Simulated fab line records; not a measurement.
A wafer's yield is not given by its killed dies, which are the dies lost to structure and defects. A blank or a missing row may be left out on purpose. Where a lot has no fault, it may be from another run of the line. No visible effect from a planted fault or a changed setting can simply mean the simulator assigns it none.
A single fault, viewed from 2 desks + flow n5 finfet + numbers are kept per desk, each desk with only its own; the story behind them comes last

## FOR THE TOOL OWNER'S DESK: rie diel-03
The tool's own readings at N5_BEOL_M3_TRENCH_ETCH_37 (etches SiOC in C4F6/O2, target depth 55.555 nm, time 29.2 s): means of the sampled wafers that have a number, for each lot that ran on this tool. Marked OUT: a lot whose mean sits more than 4 standard deviations from the usual mean, which makes it out of limits; the brackets give that distance.
Columns: A = drypump motor current A at N5_BEOL_M3_TRENCH_ETCH_37, usual 5.8 A; B = oes_f_703_au at N5_BEOL_M3_TRENCH_ETCH_37, usual 0.83 a.u.; C = oes product au at N5_BEOL_M3_TRENCH_ETCH_37, usual 0.82 a.u.; D = rf vpp V at N5_BEOL_M3_TRENCH_ETCH_37, usual 659 V; E = showerhead plenum p Torr at N5_BEOL_M3_TRENCH_ETCH_37, usual 2.81 Torr; F = throttle valve pct at N5_BEOL_M3_TRENCH_ETCH_37, usual 20.78 %
| lot  | first seen here | A   | B    | C    | D   | E    | F     |
|------|-----------------|-----|------|------|-----|------|-------|
| L590 | day 8 13:55     | 5.9 | 0.76 | 0.76 | 652 | 2.83 | 21.14 |
| L592 | day 9 13:37     | 5.5 | 0.77 | 0.82 | 663 | 2.82 | 21.11 |
| L605 | day 13 00:16    | 5.8 | 0.89 | 0.86 | 657 | 2.76 | 20.55 |
Finding of this desk: none of the 3 lots has anything out of limits.

## THE METROLOGY DESK
Means of the sampled wafers that have a number, per lot and without regard to the tool the lot ran on: this is what the gauges read. Marked OUT: a lot whose mean sits more than 4 standard deviations from the usual mean, which makes it out of limits; the brackets give that distance. Readings shown: 7 out of 11 (the first out of limits, and those lying furthest out on some lot).
Columns: A = trench depth nm at N5_BEOL_M3_OCD_MEAS_38, usual 55.9 nm; B = DIBL_N at N5_BEOL_M4_RC_MEAS_101, usual 37.3 mV/V; C = IOFF_N at N5_BEOL_M4_RC_MEAS_101, usual 0.18 nA/um; D = SS_N at N5_BEOL_M4_RC_MEAS_101, usual 71.8 mV/dec; E = SS_P at N5_BEOL_M4_RC_MEAS_101, usual 73.6 mV/dec; F = VT_N at N5_BEOL_M4_RC_MEAS_101, usual 248 mV; G = VT_P at N5_BEOL_M4_RC_MEAS_101, usual -248 mV
| lot  | first seen here | A               | B    | C    | D    | E    | F   | G    |
|------|-----------------|-----------------|------|------|------|------|-----|------|
| L583 | day 7 05:44     | 54.2            | 39.6 | 0.22 | 71.8 | 73.6 | 245 | -244 |
| L586 | day 8 07:28     | 54.3            | 34.8 | 0.13 | 71.5 | 72.1 | 253 | -251 |
| L588 | day 8 10:26     | 56.4            | 39.0 | 0.21 | 72.1 | 74.0 | 246 | -249 |
| L590 | day 8 14:04     | 55.6            | 36.4 | 0.18 | 71.6 | 73.3 | 245 | -247 |
| L592 | day 9 13:47     | 63.3 (+4.4) OUT | 39.7 | 0.22 | 72.1 | 74.2 | 246 | -247 |
| L599 | day 11 13:28    | 57.7            | 33.7 | 0.14 | 71.0 | 73.1 | 250 | -251 |
| L600 | day 11 16:33    | 55.7            | 37.4 | 0.20 | 72.0 | 74.2 | 247 | -245 |
| L603 | day 12 06:10    | 57.0            | 37.8 | 0.18 | 71.8 | 73.3 | 249 | -245 |
| L605 | day 13 00:25    | 57.6            | 37.3 | 0.17 | 72.2 | 74.0 | 252 | -250 |
This desk finds L592 out of limits, L592 being first, at day 9 13:47 (trench depth nm at N5_BEOL_M3_OCD_MEAS_38). L583, L586, L588, L590, L599, L600, L603, L605 stayed within limits.

## PUT TOGETHER
An alarm was possible from the metrology desk at day 9 13:47, on L592.
Nothing out of limits was seen by the tool owner's desk.
Tool owner's desk: L592 on record, inside its limits.
N5_BEOL_M3_TRENCH_ETCH_37 was run on rie diel-03 by each of the lots named.

## WHAT THE SIMULATOR HAD PUT IN
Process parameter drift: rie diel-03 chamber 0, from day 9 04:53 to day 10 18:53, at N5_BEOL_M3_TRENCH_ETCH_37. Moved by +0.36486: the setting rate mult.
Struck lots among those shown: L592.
Time in hours between the start of the fault and the first out-of-limits reading at each desk: metrology desk, 9.
